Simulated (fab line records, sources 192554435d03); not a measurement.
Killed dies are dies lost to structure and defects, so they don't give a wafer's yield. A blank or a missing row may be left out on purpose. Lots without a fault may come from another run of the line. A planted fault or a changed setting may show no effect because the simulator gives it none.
Chamber matching | flow n5_finfet | N5_BEOL_M15_ETCH_57 on rie_diel-04: 4 sister chambers
The step etches SOC in N2/H2, time 750 s. 18 wafers are shown with their chamber, then 9 later ones without.

WAFERS WITH THEIR CHAMBER
wafer  | chamber | showerhead_plenum_p_Torr (Torr) | drypump_motor_current_A (A) | throttle_valve_pct (%)
L076.1 | 1       | 2.56                            | 6.2                         | 17.76
L076.2 | 2       | 2.58                            | 5.5                         | 17.61
L076.4 | 3       | 2.48                            | 6.0                         | 17.58
L082.1 | 1       | 2.55                            | 6.2                         | 17.78
L082.2 | 0       | 2.33                            | 6.4                         | 17.87
L082.6 | 2       | 2.58                            | 5.6                         | 17.62
L080.2 | 1       | 2.55                            | 6.2                         | 17.78
L080.4 | 2       | 2.58                            | 5.5                         | 17.61
L080.5 | 3       | 2.48                            | 6.0                         | 17.60
L091.1 | 2       | 2.57                            | 5.5                         | 17.63
L091.3 | 3       | 2.47                            | 6.0                         | 17.61
L091.6 | 3       | 2.47                            | 6.0                         | 17.64
L090.1 | 0       | 2.32                            | 6.3                         | 17.89
L090.2 | 2       | 2.57                            | 5.5                         | 17.64
L090.3 | 1       | 2.55                            | 6.2                         | 17.80
L092.1 | 0       | 2.32                            | 6.4                         | 17.91
L092.4 | 1       | 2.55                            | 6.2                         | 17.81
L092.5 | 1       | 2.55                            | 6.2                         | 17.79

SIGNATURES (means of the wafers above)
reading                  | chamber 0 | chamber 1 | chamber 2 | chamber 3 | scatter within a chamber
showerhead_plenum_p_Torr | 2.3233    | 2.5517    | 2.5760    | 2.4750    | 0.00514
drypump_motor_current_A  | 6.367     | 6.200     | 5.520     | 6.000     | 0.0324
throttle_valve_pct       | 17.8900   | 17.7867   | 17.6220   | 17.6075   | 0.0187
Rule: a wafer's distance from a chamber is the root of the sum, over the readings, of the square of ((its reading less the chamber's mean) divided by the reading's scatter). The wafer belongs to the nearest chamber; if the next one is less than 2 further off, it can't be placed. The scatter: the root of (the sum of the squares of (reading less its chamber's mean) over the shown wafers, divided by (wafers less chambers)).

WAFERS WITHOUT THEIR CHAMBER
wafer  | showerhead_plenum_p_Torr (Torr) | drypump_motor_current_A (A) | throttle_valve_pct (%)
L095.2 | 2.57                            | 5.5                         | 17.66
L095.4 | 2.32                            | 6.4                         | 17.92
L095.5 | 2.54                            | 6.2                         | 17.82
L097.2 | 2.57                            | 5.5                         | 17.65
L097.3 | 2.54                            | 6.2                         | 17.81
L097.5 | 2.54                            | 6.2                         | 17.82
L096.3 | 2.54                            | 6.2                         | 17.82
L096.4 | 2.57                            | 5.5                         | 17.67
L096.6 | 2.57                            | 5.5                         | 17.66

WHICH CHAMBER EACH WENT THROUGH
wafer  | from the rows above | in truth
L095.2 | 2                   | 2
L095.4 | 0                   | 0
L095.5 | 1                   | 1
L097.2 | 2                   | 2
L097.3 | 1                   | 1
L097.5 | 1                   | 1
L096.3 | 1                   | 1
L096.4 | 2                   | 2
L096.6 | 2                   | 2
Placed correctly: 9 of 9. Can't be placed from these rows: 0. Placed wrongly: 0.
